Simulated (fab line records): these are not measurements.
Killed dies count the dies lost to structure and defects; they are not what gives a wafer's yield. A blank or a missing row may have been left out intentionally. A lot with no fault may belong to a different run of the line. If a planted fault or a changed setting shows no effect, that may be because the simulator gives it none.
A single fault, viewed from 2 desks -- flow nand harc -- only its own numbers are on each desk; what lay behind them is given at the end

FOR THE TOOL OWNER'S DESK: pecvd onon-01
The tool's own readings at NHARC_A_ONON_D1_DEP_28 (target thk 1000 nm): means of the sampled wafers that have a number, for each lot that ran on this tool. A lot is out of limits, marked OUT, if its mean lies more than 4 standard deviations from the usual mean; the brackets give that distance.
Columns: A = n2o flow sccm at NHARC_A_ONON_D1_DEP_28, usual 2000 sccm; B = susceptor temp C at NHARC_A_ONON_D1_DEP_28, usual 400.01 C
lot,first seen here,A,B
L208,day 8 09:49,2010,399.91
L219,day 12 23:30,2000,400.14
L225,day 15 05:56,1995,400.00
L226,day 15 20:37,1996,400.12
L228,day 16 11:47,2006,400.03
L231,day 17 11:42,1993,400.02
This desk's finding: nothing out of limits on any of the 6 lots.

THE METROLOGY DESK
What the gauges read for every lot (on any tool): the sampled wafers with a number, averaged. A lot is out of limits, marked OUT, if its mean lies more than 4 standard deviations from the usual mean; the brackets give that distance.
Columns: A = thk nm at NHARC_A_SOURCE_PLATE_THK_MEAS_06, usual 200.0 nm; B = thk nm at NHARC_A_ONON_D1_THK_MEAS_30, usual 1001 nm
lot,first seen here,A,B
L208,day 7 18:43,201.9,987
L209,day 7 18:43,201.6,1008
L211,day 8 20:53,204.2,996
L212,day 9 04:14,197.9,1000
L213,day 9 19:09,199.1,1005
L217,day 11 14:49,205.0,1005
L219,day 12 10:37,198.9,1007
L220,day 12 10:37,202.3,1009
L225,day 14 14:40,199.1,1004
L226,day 15 07:51,200.2,972
L228,day 15 23:14,200.9,936 (-8.3) OUT
L231,day 16 21:55,201.0,979
Finding of this desk: L228 out of limits; the first was L228 at day 16 12:18, on thk nm at NHARC_A_ONON_D1_THK_MEAS_30. Within limits: L208, L209, L211, L212, L213, L217, L219, L220, L225, L226, L231.

BROUGHT TOGETHER
On L228, the metrology desk was in a position to raise an alarm at day 16 12:18.
Nothing out of limits was seen by the tool owner's desk.
Tool owner's desk: L228 on record, inside its limits.
NHARC_A_ONON_D1_DEP_28 was run on pecvd onon-01 by each of the lots named.

WHAT WAS PUT IN BY THE SIMULATOR
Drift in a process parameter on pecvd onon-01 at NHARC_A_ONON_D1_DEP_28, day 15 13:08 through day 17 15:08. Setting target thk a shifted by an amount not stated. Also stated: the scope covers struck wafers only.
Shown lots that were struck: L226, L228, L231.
Delay in hours, fault start to first out-of-limits reading, per desk: metrology desk 23.
